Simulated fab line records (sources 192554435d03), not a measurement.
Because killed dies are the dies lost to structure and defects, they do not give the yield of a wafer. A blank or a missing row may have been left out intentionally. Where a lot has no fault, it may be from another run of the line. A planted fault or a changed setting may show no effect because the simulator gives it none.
Which tool is to blame? | flow n5Finfet | 72 wafers from 24 lots sampled at 2 of the route's 1938 steps

== WHAT THE GAUGES READ, wafer by wafer ==
N5_BEOL_M8_OVL_MEAS_12.
lot  | measured     | on         | M8_OVL (nm)
L074 | day 9 07:50  | overlay-02 | -1.2 -1.5 -0.1
L075 | day 10 05:14 | overlay-01 | -0.2 -0.9 0.7
L076 | day 10 09:57 | overlay-02 | 0.0 2.0 0.1
L077 | day 10 18:27 | overlay-02 | -1.4 -1.3 -1.0
L078 | day 10 23:41 | overlay-02 | 0.7 0.1 0.0
L079 | day 11 07:44 | overlay-02 | -0.8 -1.7 -1.6
L080 | day 11 20:49 | overlay-02 | -0.6 0.4 1.0
L081 | day 11 21:25 | overlay-02 | 1.2 -0.7 -0.6
L083 | day 11 21:35 | overlay-02 | 0.7 0.5 1.0
L082 | day 12 03:56 | overlay-02 | -1.6 -0.1 -0.8
L084 | day 12 04:07 | overlay-01 | -0.4 -0.8 -0.5
L085 | day 12 15:32 | overlay-02 | -1.3 -1.9 -0.5
L086 | day 12 15:41 | overlay-01 | -0.3 0.2 -0.5
L088 | day 13 12:37 | overlay-02 | 0.5 0.8 0.7
L087 | day 13 22:22 | overlay-02 | -1.2 0.2 -0.5
L089 | day 14 00:53 | overlay-02 | -1.2 -1.6 -0.9
L091 | day 14 03:58 | overlay-02 | -0.3 -0.5 -1.0
L090 | day 14 04:15 | overlay-01 | -1.1 0.0 -1.4
L092 | day 15 00:08 | overlay-01 | -0.4 -1.4 -1.1
L095 | day 15 06:42 | overlay-01 | 0.7 0.5 0.4
L094 | day 15 06:56 | overlay-01 | -1.9 -0.9 -1.0
L093 | day 15 07:07 | overlay-01 | 0.3 0.8 -0.6
L096 | day 15 10:56 | overlay-02 | -0.6 -0.5 0.1
L097 | day 16 12:57 | overlay-02 | -0.5 -0.8 -1.1

== WHAT TOOL EACH LOT RAN ON (gives the tool, then ch and the chambers of the sampled wafers, and finally the start) ==
lot  | N5_BEOL_M7_SPUTTER_48
L074 | pvdSputter-02, day 9 03:43
L075 | pvdSputter-03, day 10 01:52
L076 | pvdSputter-01, day 10 06:44
L077 | pvdSputter-01, day 10 14:50
L078 | pvdSputter-01, day 10 20:41
L079 | pvdSputter-03, day 11 03:51
L080 | pvdSputter-01, day 11 15:31
L081 | pvdSputter-03, day 11 16:42
L083 | pvdSputter-02, day 11 18:11
L082 | pvdSputter-02, day 12 00:13
L084 | pvdSputter-02, day 12 00:34
L085 | pvdSputter-02, day 12 10:48
L086 | pvdSputter-02, day 12 11:16
L088 | pvdSputter-02, day 13 08:47
L087 | pvdSputter-02, day 13 18:57
L089 | pvdSputter-02, day 13 19:21
L091 | pvdSputter-03, day 14 00:54
L090 | pvdSputter-03, day 14 01:26
L092 | pvdSputter-03, day 14 21:55
L095 | pvdSputter-01, day 15 03:14
L094 | pvdSputter-02, day 15 03:31
L093 | pvdSputter-01, day 15 03:58
L096 | pvdSputter-01, day 15 06:26
L097 | pvdSputter-01, day 16 08:47
- N5_BEOL_M7_SPUTTER_48: material Cu, target thk 10 nm, time 1.667 s.

== WHAT THE TOOLS THEMSELVES READ (means of the sampled wafers that have a number; where no wafer has one, the mark that the record gives instead) ==
N5_BEOL_M7_SPUTTER_48.
lot  | tool          | throttleValvePct (%)
L074 | pvdSputter-02 | 30.8
L075 | pvdSputter-03 | 30.1
L076 | pvdSputter-01 | 29.3
L077 | pvdSputter-01 | 29.0
L078 | pvdSputter-01 | 29.4
L079 | pvdSputter-03 | 29.3
L080 | pvdSputter-01 | 28.4
L081 | pvdSputter-03 | 30.1
L083 | pvdSputter-02 | 31.1
L082 | pvdSputter-02 | 30.1
L084 | pvdSputter-02 | 30.0
L085 | pvdSputter-02 | 31.0
L086 | pvdSputter-02 | 30.8
L088 | pvdSputter-02 | 30.9
L087 | pvdSputter-02 | 31.0
L089 | pvdSputter-02 | 30.9
L091 | pvdSputter-03 | 30.2
L090 | pvdSputter-03 | 30.0
L092 | pvdSputter-03 | 30.1
L095 | pvdSputter-01 | 28.3
L094 | pvdSputter-02 | 30.2
L093 | pvdSputter-01 | 29.6
L096 | pvdSputter-01 | 29.1
L097 | pvdSputter-01 | 29.9

== THE ANSWER, worked out from the rows above alone ==
Rule: the usual values come from the lots themselves. The widest of any qualifying gaps counts: lots, ordered by their means at a reading, are off when they make up no more than a third of the lots, leave a main group of 4 or more, and stand apart from it by 3 or more times the standard deviation of that group's means. A main group is skipped when, at the precision printed for the reading in the tables above, its means are all equal. Also off: a lot with no number at a reading for which 4 or more lots have one. Any other lot the step has rows for is counted as sound. First the gauges in route order, then the tools' own readings, where a lot's mean is used as printed above. The first step at which some lot is off is used, and at that step the reading that is off furthest; a lot without a number counts as furthest.
No lot is off on any of the readings shown, so nothing can be concluded from this.

== WHAT THE SIMULATOR HAD PUT IN ==
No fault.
